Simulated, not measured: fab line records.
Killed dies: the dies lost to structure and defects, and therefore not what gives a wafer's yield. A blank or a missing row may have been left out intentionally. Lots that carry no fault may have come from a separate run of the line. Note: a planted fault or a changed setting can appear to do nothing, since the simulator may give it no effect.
Struck lot and sound lot, side by side -- flow nand_harc -- 15 steps out of a route of 1159
Sound: these wafers, L758.1, L758.2, L758.5. Struck: wafer L769.2 (left out: L769.1, L769.5 of the same lot, which were not struck); the cause appears at the end.
Each step with rows lists, per side, the tool, then ch with its chambers, then its first start. Under that, the readings that differ: sound wafers -- struck wafers -- difference of the means -- sigmas: that difference in standard deviations of wafers without a fault.
alike: same words and numbers on both sides, and readings whose means sit less than 2 such deviations apart. not compared: any withheld reading, any reading some wafer has no value for, any bound like >300 that may hide the same value, and any number with overlapping values for which the record gives no deviation.
Wherever a step has rows on one side only, a row that says differs or no value, or a row with sigmas, the two part there. Numbers that don't overlap but have no deviation are shown without sigmas and don't part them. Lack of a reading on every wafer of one side parts them only where that side has two or more wafers.

first, 1 step without rows for these wafers: NHARC_A_CONTACT_ETCH_112 (etches the open film in C4F8/O2/Ar, time 94 s, target depth 922 nm).
NHARC_A_CONTACT_ETCH_113: etches the open film in C4F8/O2/Ar, time 94 s, target depth 922 nm.
  sound on har_cap_etch-01 ch 0,1, day 18 21:39; struck on har_cap_etch-03 ch 1, day 20 15:11
  not compared: rf_hours_counter_h, run_length_s
then, 2 steps without rows for these wafers: NHARC_A_CONTACT_ETCH_114 (etches the open film in C4F8/O2/Ar, time 94 s, target depth 922 nm); NHARC_A_CONTACT_ETCH_115 (etches the open film in C4F8/O2/Ar, time 94 s, target depth 922 nm).
NHARC_A_CONTACT_ETCH_116: etches the open film in C4F8/O2/Ar, time 94 s, target depth 922 nm.
  sound on har_cap_etch-01 ch 0,1, day 18 21:55; struck on har_cap_etch-03 ch 1, day 20 15:33
  not compared: rf_hours_counter_h, run_length_s
then, 2 steps without rows for these wafers: NHARC_A_CONTACT_ETCH_117 (etches the open film in C4F8/O2/Ar, time 94 s, target depth 922 nm); NHARC_A_CONTACT_ETCH_118 (etches the open film in C4F8/O2/Ar, time 94 s, target depth 922 nm).
NHARC_A_CONTACT_ETCH_119: etches the open film in C4F8/O2/Ar, time 94 s, target depth 922 nm.
  sound on har_cap_etch-01 ch 0,1, day 18 22:12; struck on har_cap_etch-03 ch 1, day 20 15:55
  not compared: rf_hours_counter_h, run_length_s
NHARC_A_CONTACT_ETCH_120: etches the open film in C4F8/O2/Ar, time 94 s, target depth 922 nm.
  sound on har_cap_etch-01 ch 0,1, day 18 22:17; struck on har_cap_etch-03 ch 1, day 20 16:02
  not compared: rf_hours_counter_h, run_length_s
then, 1 step without rows for these wafers: NHARC_A_CONTACT_ETCH_121 (etches the open film in C4F8/O2/Ar, time 94 s, target depth 922 nm).
NHARC_A_CONTACT_ETCH_122: etches the open film in C4F8/O2/Ar, time 95 s, target depth 930 nm.
  sound on har_cap_etch-01 ch 0,1, day 18 22:28; struck on har_cap_etch-03 ch 1, day 20 16:17
  not compared: rf_hours_counter_h, run_length_s
then, 1 step without rows for these wafers: NHARC_A_CONTACT_ETCH_123 (etches the open film in C4F8/O2/Ar, time 253 s, target depth 1090 nm).
NHARC_A_CONTACT_ETCH_90: etches the open film in CH3F/O2, target depth 40 nm, time 85.7 s.
  sound on rie_diel-11 ch 0,1,3, day 18 23:09; struck on rie_diel-11 ch 0, day 20 17:08
reading,sound,struck,difference,sigmas
rf_vpp_V (V),243.7 247.1 244.8,248.7,+3.5,+2
run_length_s (s),106.2 107.9 106.7,76.3,-30.6,-58
  alike: drypump_motor_current_A, oes_product_au, showerhead_plenum_p_Torr, throttle_valve_pct
  not compared: rf_hours_counter_h
then, 2 steps without rows for these wafers: NHARC_A_CONTACT_ETCH_96 (etches the open film in C4F6/O2, target depth 20 nm, time 10 s); NHARC_END_SORT_01.

== WHERE THEY PART ==
At NHARC_A_CONTACT_ETCH_90 and nowhere else, as far as this record goes.

WHY: what the simulator had put in
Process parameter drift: rie_diel-11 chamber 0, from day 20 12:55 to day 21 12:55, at NHARC_A_CONTACT_ETCH_90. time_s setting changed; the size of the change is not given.
